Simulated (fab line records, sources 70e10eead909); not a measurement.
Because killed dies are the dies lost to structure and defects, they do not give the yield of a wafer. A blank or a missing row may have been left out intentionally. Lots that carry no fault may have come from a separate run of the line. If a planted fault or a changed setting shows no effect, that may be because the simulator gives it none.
Matching of chambers    flow nand harc    NHARC_A_STAIRCASE_DESCUM_168 on rie diel-11: 4 sister chambers
The step chemistry O2, time 3 s. 14 wafers are shown with their chamber, then 7 later ones without.

== WAFERS PAIRED WITH THEIR CHAMBERS ==
wafer   chamber  showerhead plenum p Torr (Torr)  drypump motor current A (A)  oes product au (a.u.)
L750.2  1        2.07                             5.4                          1.007
L750.3  0        2.00                             5.6                          1.006
L750.5  1        2.07                             5.4                          1.020
L751.2  3        1.91                             6.1                          1.007
L751.3  0        2.00                             5.6                          0.983
L751.5  1        2.06                             5.5                          0.999
L754.1  2        2.04                             6.2                          0.978
L754.2  1        2.06                             5.4                          0.998
L754.5  2        2.04                             6.1                          0.977
L753.1  0        2.00                             5.6                          0.995
L753.4  3        1.91                             6.0                          1.010
L753.6  3        1.91                             6.1                          1.000
L759.3  2        2.04                             6.1                          0.978
L759.5  3        1.90                             6.0                          1.030

SIGNATURES, as means of the wafers listed above
reading                   chamber 0  chamber 1  chamber 2  chamber 3  scatter within a chamber
showerhead plenum p Torr  2.0000     2.0650     2.0400     1.9075     0.00418
drypump motor current A   5.600      5.425      6.133      6.050      0.0492
oes product au            0.99467    1.00600    0.97767    1.01175    0.0104
Rule: distance of a wafer from a chamber = root of the sum over the readings of ((wafer's reading minus chamber's mean) / reading's scatter) squared. If the next closest chamber is less than 2 further off than the closest, the wafer can't be placed; otherwise it belongs to the closest. The scatter: the root of (the sum of the squares of (reading less its chamber's mean) over the shown wafers, divided by (wafers less chambers)).

== WAFERS WITH NO CHAMBER GIVEN ==
wafer   showerhead plenum p Torr (Torr)  drypump motor current A (A)  oes product au (a.u.)
L759.6  2.04                             6.1                          0.972
L767.2  2.03                             6.1                          0.980
L767.3  1.90                             6.1                          1.027
L767.4  1.99                             5.6                          0.982
L770.1  1.89                             6.0                          1.031
L770.3  2.04                             5.4                          0.983
L770.5  1.98                             5.6                          0.997

== WHICH CHAMBER EACH ONE RAN IN ==
wafer   from the rows above  in truth
L759.6  2                    2
L767.2  2                    2
L767.3  3                    3
L767.4  0                    0
L770.1  3                    3
L770.3  1                    1
L770.5  0                    0
Correct placement for 7 of the 7. Number that these rows cannot place: 0. Wrongly placed: 0.
